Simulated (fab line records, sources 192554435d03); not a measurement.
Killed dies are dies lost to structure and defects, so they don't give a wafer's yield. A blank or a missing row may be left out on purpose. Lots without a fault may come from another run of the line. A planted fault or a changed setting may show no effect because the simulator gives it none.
Problem report in the 8D (eight disciplines) form, filled by code | flow n5_finfet | the parts of the form that need people (team, actions taken, sign-off) are left out

1. THE PROBLEM
spin_speed_rpm at N5_BEOL_M8_COAT_59 reads a mean of 1728.6 rpm on 5 wafers of 2 lots; wafers without a fault read 1499.9 rpm with a standard deviation of 1.2. That is +99 or more standard deviations from the usual mean.
The step: time 60 s, resist thk 100 nm.
First seen on wafer L716.3, day 13 01:22, on litho_track-02. The record holds 32 wafers of 11 lots with a number at this step. Rule for "out", or "out of limits": more than 4 standard deviations from the usual mean. The other wafers with a number count as sound.

2. WHAT IT IS AND WHAT IT IS NOT
question                    | is                     | is not
which readings at this step | spin_speed_rpm         | -
which lots                  | L716, L718             | L702, L704, L705, L706, L707, L708, L709, L717, L724
which wafers of those lots  | all that have a number | -
read on which tools         | litho_track-02         | litho_track-01, litho_track-04
when                        | from day 13 01:22      | up to then (24 sound wafers); but 3 sound wafers of L724 came after

3. SUSPECTS, AND WHAT RULES EACH OUT
Counting: a tool at a process step up to the reading stays a suspect if it ran every lot that is out and no sound lot after the first of them.
- rie_diel-02 at N5_BEOL_M7_STRIP_80 (strips in N2/H2, time 10 s): ruled out as a lasting fault. Sound lots L724 ran on it after its first lot that is out, L716 (day 12 20:47). N5_BEOL_M7_STRIP_80 gives no start for some lots, so the hours and the order of its lots are those of N5_BEOL_M7_DEGAS_44.
- pecvd-02 at N5_BEOL_M7_DEP_56 (deposits SiCN from 3MS/NH3, target thk 10 nm, time 17.5 s): kept. It ran every lot that is out, first L716 (day 12 22:56), and no sound lot after that; its last sound lot up to then is L706 (day 10 02:40).
- litho_track-02 at N5_BEOL_M8_COAT_59 (time 60 s, resist thk 100 nm): kept. It ran every lot that is out, first L716 (day 13 01:22), and no sound lot after that; its last sound lot up to then is L717 (day 12 20:37). Its own readings are out on those wafers: spin_speed_rpm.
Left after counting: pecvd-02 at N5_BEOL_M7_DEP_56, litho_track-02 at N5_BEOL_M8_COAT_59.

4. THE CAUSE (what the simulator had put in)
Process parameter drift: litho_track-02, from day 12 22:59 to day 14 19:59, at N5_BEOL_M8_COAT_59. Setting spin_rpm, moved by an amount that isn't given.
Counting left 2 suspects, and this tool is among them.

5. THE CHAIN OF EFFECTS, in route order
Each row: a reading whose mean over the struck wafers that have a number lies more than 3 standard deviations from the usual. Only readings for which the record gives a usual standard deviation are gone through. hours: the time from each lot's start at the first step in this table that gives one to its start at this step, as a median over the lots. sigmas: the change in usual standard deviations.
hours | step               | reading        | usual      | on struck wafers | change | sigmas
0     | N5_BEOL_M8_COAT_59 | spin_speed_rpm | 1499.9 rpm | 1728.6           | +228.7 | +99 or more
The process steps in it:
- N5_BEOL_M8_COAT_59: time 60 s, resist thk 100 nm.

6. WHAT WOULD HAVE CAUGHT IT SOONER
In this record the first reading out of limits was taken at day 13 01:22, 2 hours after the fault began at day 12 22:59.
